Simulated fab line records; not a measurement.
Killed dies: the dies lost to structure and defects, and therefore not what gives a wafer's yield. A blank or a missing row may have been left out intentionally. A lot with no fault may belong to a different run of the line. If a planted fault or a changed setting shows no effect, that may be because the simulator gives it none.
A struck lot beside a sound one / flow n5 finfet / 15 steps out of a route of 1938
Sound: the wafers L898.1, L898.4, L898.5. Wafers L891.1, L891.2 were the ones struck. At the end, the cause is stated.
For every step that has rows: the tool of each side, followed by ch and its chambers, followed by its first start. Under that, the readings that differ: sound wafers / struck wafers / difference of the means / sigmas: that difference in standard deviations of wafers without a fault.
alike: a reading whose means differ by less than 2 such deviations, as well as words and numbers matching on both sides. not compared: withheld readings; readings where some wafer has no value; bounds like >300 that might hide an equal value; numbers whose values overlap and for which the record gives no deviation.
A row with sigmas, a row that says differs or no value, or rows on one side alone: a step with any of these is where the two part. Non-overlapping numbers with no deviation appear without sigmas and do not part them. A reading that every wafer of one side lacks parts them only if that side has two wafers or more.

first, 2 steps without rows for these wafers: N5_BEOL_M5_SPUTTER_81 (material Cu, target thk 15 nm, time 27.62 s); N5_BEOL_M5_ANNEAL_82 (time 1800 s).
N5_BEOL_M5_SPUTTER_83: material Cu, target thk 15 nm, time 27.62 s.
  sound on pvd sputter-01, day 13 15:56; struck on pvd sputter-03, day 12 04:20
  alike: throttle valve pct
then, 2 steps without rows for these wafers: N5_BEOL_M5_ANNEAL_84 (time 1800 s); N5_BEOL_M5_SPUTTER_88 (material Cu, target thk 15 nm, time 27.62 s).
N5_BEOL_M5_ANNEAL_89: time 1800 s.
  sound on pvd sputter-01, day 13 17:05; struck on pvd sputter-03, day 12 05:30
  alike: heater power w
N5_BEOL_M5_SPUTTER_90: material Cu, target thk 4.5 nm, time 8.29 s.
  sound on pvd sputter-01, day 13 18:06; struck on pvd sputter-03, day 12 06:31
  alike: throttle valve pct
then, 1 step without rows for these wafers: N5_BEOL_M5_ECD_50 (material Cu, target thk 300 nm).
N5_BEOL_M5_ANNEAL_51: time 90 s.
  sound on rtp anneal-02 ch 0, day 13 18:18; struck on rtp anneal-01 ch 0, day 12 06:48
  alike: wafer_temp_C_max
N5_BEOL_M5_CMP_52: polishes, stops on SiCOH lowk, t overpolish 6.9 s, target thk 62 nm.
  sound on cmp-01 ch 1,2,3, day 13 18:40; struck on cmp-01 ch 1,3, day 12 07:05
  alike: barrier field endpoint s, motor current A, overpolish run s, time to endpoint s
N5_BEOL_M5_THK_MEAS_53: measures by xrf.
  sound on film metro-02, day 13 18:53; struck on film metro-01, day 12 07:23
  alike: M5_THK
then, 1 step without rows for these wafers: N5_BEOL_M5_PRE_CLEAN_77 (time 15 s).
N5_BEOL_M5_CO_CAP_78: material Co, precursor CCTBA/H2, target thk 2 nm, time 102.1 s.
  sound on cvd co-01 ch 1,2, day 13 18:58; struck on cvd co-02 ch 0,1, day 12 07:29
reading=run length s (s); sound=125.1 125.1 125.8; struck=98.3 97.4; difference=-27.5; sigmas=-47
reading=model.Co_of_BEOL_M5_CO_CAP_78.thk nm (nm); sound=2 2 2; struck=1.8 1.4; difference=-0.4; sigmas=
  alike: heater power w
then, 2 steps without rows for these wafers: N5_BEOL_M5_PRE_CLEAN_55 (time 15 s); N5_PASSIVATION_PROBE_49.

## WHERE THEY PART
Within this record, at N5_BEOL_M5_CO_CAP_78 only.

WHY: whatever the simulator had introduced
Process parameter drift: cvd co-02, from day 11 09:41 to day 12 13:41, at N5_BEOL_M5_CO_CAP_78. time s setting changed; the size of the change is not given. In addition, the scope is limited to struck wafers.
